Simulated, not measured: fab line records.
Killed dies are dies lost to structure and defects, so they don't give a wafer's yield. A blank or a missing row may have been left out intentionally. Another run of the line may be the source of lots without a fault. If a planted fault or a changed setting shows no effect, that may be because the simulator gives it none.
Code-filled problem report in 8D (eight disciplines) form -- flow nand harc -- the parts of the form that need people (team, actions taken, sign-off) are left out

1. WHAT IS WRONG
At NHARC_A_STAIRCASE_ETCH_192, rf fwd power W averages 497.2 W over 6 wafers from 2 lots, while fault-free wafers read 593.8 W, standard deviation 2.3. That is -42 standard deviations from the usual mean.
The step: etches the open film in C4F8/O2, target depth 100 nm, time 40.5 s.
First seen on wafer L946.2, day 20 10:08, on rie diel-04. At this step, 33 wafers from 11 lots have a number in the record. Rule for "out", or "out of limits": more than 4 standard deviations from the usual mean. The rest of the wafers with a number are treated as sound.

2. WHAT THIS IS AND IS NOT
question,is,is not
which readings at this step,"rf fwd power W, oes product au",rf vpp V
which lots,"L946, L949","L936, L937, L938, L939, L947, L956, L957, L958, L959"
which wafers of those lots,all that have a number,-
read on which tools,rie diel-04,"rie diel-08, rie diel-11"
when,from day 20 10:08,"up to then (15 sound wafers); but 12 sound wafers of L956, L957, L958, L959 came after"

3. WHAT RULES OUT EACH SUSPECT
Counting: any tool at a process step up to the reading is kept as a suspect provided that every lot that is out went through it and no sound lot did after the first of them.
- rie diel-04 at NHARC_A_STAIRCASE_TRIM_187 (chemistry O2, time 211.2 s): ruled out as a lasting fault. The sound lots L959, L958 went through it after L946, its earliest lot that is out (day 20 09:25).
- rie diel-04 at NHARC_A_STAIRCASE_ETCH_190 (etches the open film in C4F8/O2, target depth 100 nm, time 40.5 s): ruled out as a lasting fault. The sound lots L959, L958 went through it after L946, its earliest lot that is out (day 20 10:08). Because NHARC_A_STAIRCASE_ETCH_190 lacks a start for some lots, the hours and order of its lots are taken from NHARC_A_STAIRCASE_ETCH_192.
- rie diel-04 at NHARC_A_STAIRCASE_ETCH_192 (etches the open film in C4F8/O2, target depth 100 nm, time 40.5 s): ruled out as a lasting fault. The sound lots L959, L958 went through it after L946, its earliest lot that is out (day 20 10:08).
Left after counting: nothing in the record.

4. THE CAUSE (what the simulator had put in)
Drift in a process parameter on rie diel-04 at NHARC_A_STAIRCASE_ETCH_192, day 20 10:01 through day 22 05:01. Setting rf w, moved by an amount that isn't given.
Counting ruled it out, wrongly.

5. THE CHAIN OF EFFECTS, in route order
Each row: a reading whose mean over the struck wafers that have a number lies more than 3 standard deviations from the usual. Only readings for which the record gives a usual standard deviation are gone through. hours: the time from each lot's start at the first step in this table that gives one to its start at this step, as a median over the lots. sigmas: the change in usual standard deviations.
hours,step,reading,usual,on struck wafers,change,sigmas
0,NHARC_A_STAIRCASE_ETCH_192,oes product au,0.943 a.u.,0.851,-0.092,-9.5
0,NHARC_A_STAIRCASE_ETCH_192,rf fwd power W,593.8 W,497.2,-96.6,-42
Its process steps:
- NHARC_A_STAIRCASE_ETCH_192: etches the open film in C4F8/O2, target depth 100 nm, time 40.5 s.

6. WHAT WOULD HAVE CAUGHT IT SOONER
First out-of-limits reading in this record: day 20 10:08, which is 0 hours after fault onset at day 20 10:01.
